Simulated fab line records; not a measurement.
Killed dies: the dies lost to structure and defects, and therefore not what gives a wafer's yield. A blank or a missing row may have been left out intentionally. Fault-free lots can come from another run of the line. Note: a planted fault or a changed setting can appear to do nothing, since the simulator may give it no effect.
2 desks, one fault -- flow nandHarc -- each desk has only its own numbers; what lay behind them comes last

THE DEFECT DESK
Inspection counts along the route, by lot: the mean over sampled wafers that carry a number. If a lot's mean is further than 4 standard deviations from the usual mean, the lot is out of limits and carries the mark OUT (the distance appears in the brackets).
Columns: A = rawDefectCount at NHARC_P_BONDPAD_INSPECT_23, usual 335; B = rawDefectCount at NHARC_A_ZERO_WELL_INSPECT_17, usual 10
lot,first seen here,A,B
L666,day 6 22:57,313,9
L665,day 7 04:34,266,10
L667,day 7 04:37,405,5
L668,day 7 05:40,259,18
L669,day 7 09:53,269,13
L670,day 7 10:38,181,11
L674,day 9 02:07,492,10
L680,day 10 07:07,477,12
L681,day 10 22:25,380,5
L682,day 11 08:20,377,9
L683,day 11 10:12,392,10
L686,day 11 16:57,306,17
L687,day 11 17:58,210,5
This desk's verdict: no lot among the 13 shows anything out of limits.

FROM THE METROLOGY DESK
What the gauges read, lot by lot, whatever tool the lot ran on: means of the sampled wafers that have a number. If a lot's mean is further than 4 standard deviations from the usual mean, the lot is out of limits and carries the mark OUT (the distance appears in the brackets).
Columns: A = thkNm at NHARC_A_ONON_D1_THK_MEAS_08, usual 999 nm; B = thkNm at NHARC_A_ONON_D1_THK_MEAS_21, usual 1002 nm
lot,first seen here,A,B
L666,day 8 00:29,984,996
L667,day 8 06:08,985,978
L665,day 8 06:10,986,1014
L668,day 8 06:10,1010,985
L669,day 8 11:05,994,1000
L670,day 8 11:05,1000,1002
L674,day 10 03:02,1176 (+14) OUT,990
L680,day 11 08:35,1244 (+19) OUT,991
L681,day 12 01:25,995,1000
L683,day 12 10:02,994,1003
L682,day 12 10:10,991,1005
L687,day 12 17:52,1017,1004
L686,day 12 17:53,995,1013
This desk's verdict: out of limits on L674, L680, starting with L674 at day 10 03:02 (thkNm at NHARC_A_ONON_D1_THK_MEAS_08). L666, L667, L665, L668, L669, L670, L681, L683, L682, L687, L686 stayed within limits.

ALL TOGETHER
Metrology desk: alarm possible at day 10 03:02 on L674, L680.
The defect desk saw nothing out of limits.
The defect desk has L674, L680 on record, within its limits.
All the named lots went through NHARC_A_ONON_D1_DEP_06 on pecvdOnon-02.

WHAT WAS PUT IN BY THE SIMULATOR
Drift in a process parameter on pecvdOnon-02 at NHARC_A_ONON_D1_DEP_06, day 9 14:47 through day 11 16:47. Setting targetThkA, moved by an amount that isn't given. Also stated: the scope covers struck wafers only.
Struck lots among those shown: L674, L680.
Time in hours between the start of the fault and the first out-of-limits reading at each desk: metrology desk, 12.
